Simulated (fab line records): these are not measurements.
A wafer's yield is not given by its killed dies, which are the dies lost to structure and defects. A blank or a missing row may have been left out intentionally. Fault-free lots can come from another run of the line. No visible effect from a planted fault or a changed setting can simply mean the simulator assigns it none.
A lot that was struck, set against a sound lot -- flow n5Finfet -- 14 steps out of a route of 1938
Sound: wafers L921.2, L921.5, L921.6. Struck: wafers L929.4, L929.5 (left out: L929.1, a lot-mate that was not struck); the cause follows at the end.
For every step that has rows: the tool of each side, followed by ch and its chambers, followed by its first start. Under that, the readings that differ: sound wafers -- struck wafers -- difference of the means -- sigmas: that difference in standard deviations of wafers without a fault.
alike: same words and numbers on both sides, and readings whose means sit less than 2 such deviations apart. not compared: any withheld reading, any reading some wafer has no value for, any bound like >300 that may hide the same value, and any number with overlapping values for which the record gives no deviation.
Wherever a step has rows on one side only, a row that says differs or no value, or a row with sigmas, the two part there. Numbers that don't overlap but have no deviation are shown without sigmas and don't part them. A reading that every wafer of one side lacks parts them only if that side has two wafers or more.

first, 7 steps without rows for these wafers: N5_BEOL_M13_COAT_22 (resist thk 300 nm); N5_BEOL_M13_EBR_24; N5_BEOL_M13_SOFTBAKE_23 (time 60 s); N5_BEOL_M13_EXPOSE_25 (exposes mask M13, target cd 210 nm); N5_BEOL_M13_PEB_26 (peb time 90 s); N5_BEOL_M13_DEVELOP_27 (develop time 45 s); N5_BEOL_M13_HARDBAKE_32 (time 120 s).
N5_BEOL_M13_CD_MEAS_28 targets a cd of 209.5 nm.
  sound on cdSem-03 ch 0, day 13 15:31; struck on cdSem-02 ch 0, day 15 22:31
  alike: cdNm
N5_BEOL_M13_OVL_MEAS_29:
  sound on overlay-02 ch 0, day 13 15:33; struck on overlay-01 ch 0, day 15 22:33
  alike: M13_OVL
N5_BEOL_M13_INSPECT_30: inspects for defects (macro).
  struck on defectInspect-01, day 15 22:34; sound on defectInspect-01, day 13 15:34
  alike: rawDefectCount
N5_BEOL_M13_DESCUM_33: chemistry O2, time 7.9 s.
  sound on rieDiel-01 ch 0,1, day 13 15:47; struck on rieDiel-04 ch 0,1, day 15 22:37
reading,sound,struck,difference,sigmas
drypumpMotorCurrentA (A),5.9 5.7 5.9,5.2 5.0,-0.7,-2
  alike: oesProductAu, rfVppV, showerheadPlenumPTorr, throttleValvePct
  not compared: rfHoursCounterH
N5_BEOL_M13_ETCH_67: etches SiARC in CF4, target depth 143 nm, time 238.3 s.
  sound on rieDiel-01 ch 0,1, day 13 15:49; struck on rieDiel-04 ch 0,1, day 15 22:38
reading,sound,struck,difference,sigmas
drypumpMotorCurrentA (A),5.9 5.8 5.9,5.2 5.0,-0.8,-2
  alike: cf4FlowSccm, etchRfOnTimeS, oesProductAu, rfVppV, showerheadPlenumPTorr, throttleValvePct
  not compared: rfHoursCounterH
N5_BEOL_M13_ETCH_68: etches SOC in N2/H2, time 355 s.
  sound on rieDiel-01 ch 0,1, day 13 15:58; struck on rieDiel-04 ch 0,1, day 15 22:47
reading,sound,struck,difference,sigmas
drypumpMotorCurrentA (A),5.9 5.8 5.8,5.2 4.9,-0.8,-2
runLengthS (s),378.7 379.0 378.8,263.8 263.8,-115.0,-99 or more
model.SiARC_of_BEOL_M13_COAT_66.thkNm (nm),77.4 78.2 77.4,87.4 88,+10.0,
  alike: oesProductAu, rfVppV, showerheadPlenumPTorr, throttleValvePct
  not compared: rfHoursCounterH
then, 1 step without rows for these wafers: N5_BEOL_M13_STRIP_69 (strips in N2/H2).

WHERE THEY PART
At N5_BEOL_M13_DESCUM_33 first; at N5_BEOL_M13_ETCH_68 last (within this record only).

WHY: the cause the simulator had injected
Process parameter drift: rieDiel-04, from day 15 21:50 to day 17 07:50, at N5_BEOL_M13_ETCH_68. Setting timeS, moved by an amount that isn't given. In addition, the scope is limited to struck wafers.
